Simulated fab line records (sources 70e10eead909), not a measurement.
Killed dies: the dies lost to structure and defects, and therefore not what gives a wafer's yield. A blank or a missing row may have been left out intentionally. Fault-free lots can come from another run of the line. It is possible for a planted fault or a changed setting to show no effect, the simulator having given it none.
Which tool did it? + flow nand-harc + 18 wafers from 6 lots sampled at 5 of the route's 1159 steps

== WHAT EACH GAUGE READ, for each wafer ==
NHARC_END_SORT_01.
| lot  | measured     | on        | killed-short |
|------|--------------|-----------|--------------|
| L617 | day 23 00:34 | prober-02 | 4 1 2        |
| L622 | day 23 23:44 | prober-02 | 3 2 3        |
| L624 | day 24 07:35 | prober-02 | 1 1 1        |
| L626 | day 24 08:28 | prober-01 | 2 3 3        |

== WHAT TOOL EACH LOT RAN ON (gives the tool, then ch and the chambers of the sampled wafers, and finally the start) ==
| lot  | NHARC_A_SGD_CUT_STRIP_60           | NHARC_THIN_TSV_DEP_47           | NHARC_THIN_TSV_PVD_51                   | NHARC_THIN_TSV_DEGAS_53      |
|------|------------------------------------|---------------------------------|-----------------------------------------|------------------------------|
| L608 | rie-diel-12 ch 0,3, day 14 06:42   | pecvd-01 ch 0,1,2, day 19 08:37 | pvd-sputter-03, day 19 11:30 or earlier | pvd-sputter-01, day 19 11:30 |
| L605 | rie-diel-04 ch 0,1,3, day 14 20:01 | pecvd-03 ch 1,2, day 20 04:18   | pvd-sputter-01, day 20 07:11 or earlier | pvd-sputter-02, day 20 07:11 |
| L617 | rie-diel-08 ch 0,2,3, day 16 21:58 | pecvd-01 ch 0,1,2, day 22 11:34 | pvd-sputter-03, day 22 14:28 or earlier | pvd-sputter-02, day 22 14:28 |
| L622 | rie-diel-04 ch 0,3, day 18 08:07   | pecvd-04 ch 0,1,2, day 23 07:29 | pvd-sputter-03, day 23 10:31 or earlier | pvd-sputter-01, day 23 10:31 |
| L624 | rie-diel-12 ch 0,1,3, day 18 09:42 | pecvd-01 ch 0,1,2, day 23 11:41 | pvd-sputter-03, day 23 14:38 or earlier | pvd-sputter-02, day 23 14:38 |
| L626 | rie-diel-04 ch 1,2, day 19 05:23   | pecvd-01 ch 0,2, day 23 19:41   | pvd-sputter-01, day 23 22:46 or earlier | pvd-sputter-02, day 23 22:46 |
- NHARC_A_SGD_CUT_STRIP_60: strips in C4F8/O2/Ar.
- NHARC_THIN_TSV_DEP_47: deposits SiO2, target thk 200 nm.
- NHARC_THIN_TSV_PVD_51: deposits Cu, target thk 100 nm.
- NHARC_THIN_TSV_DEGAS_53: time 60 s.

== THE ANSWER, worked out from the rows above alone ==
Rule: what is usual is taken from the lots themselves. Put in order of their means at a reading, lots are off if they are a third of the lots or fewer, leave a main group of 4 or more, and stand apart from it by a gap of 3 or more times the standard deviation of the main group's means; of several such gaps the widest counts. If all means in a main group match to the digits the tables above print for the reading, that group is not used. A lot without any number at a reading at which 4 lots or more have one is off too. Any other lot the step has rows for is counted as sound.
No lot is off at any reading shown: from this, nothing can be told.

== WHAT THE SIMULATOR HAD PUT IN ==
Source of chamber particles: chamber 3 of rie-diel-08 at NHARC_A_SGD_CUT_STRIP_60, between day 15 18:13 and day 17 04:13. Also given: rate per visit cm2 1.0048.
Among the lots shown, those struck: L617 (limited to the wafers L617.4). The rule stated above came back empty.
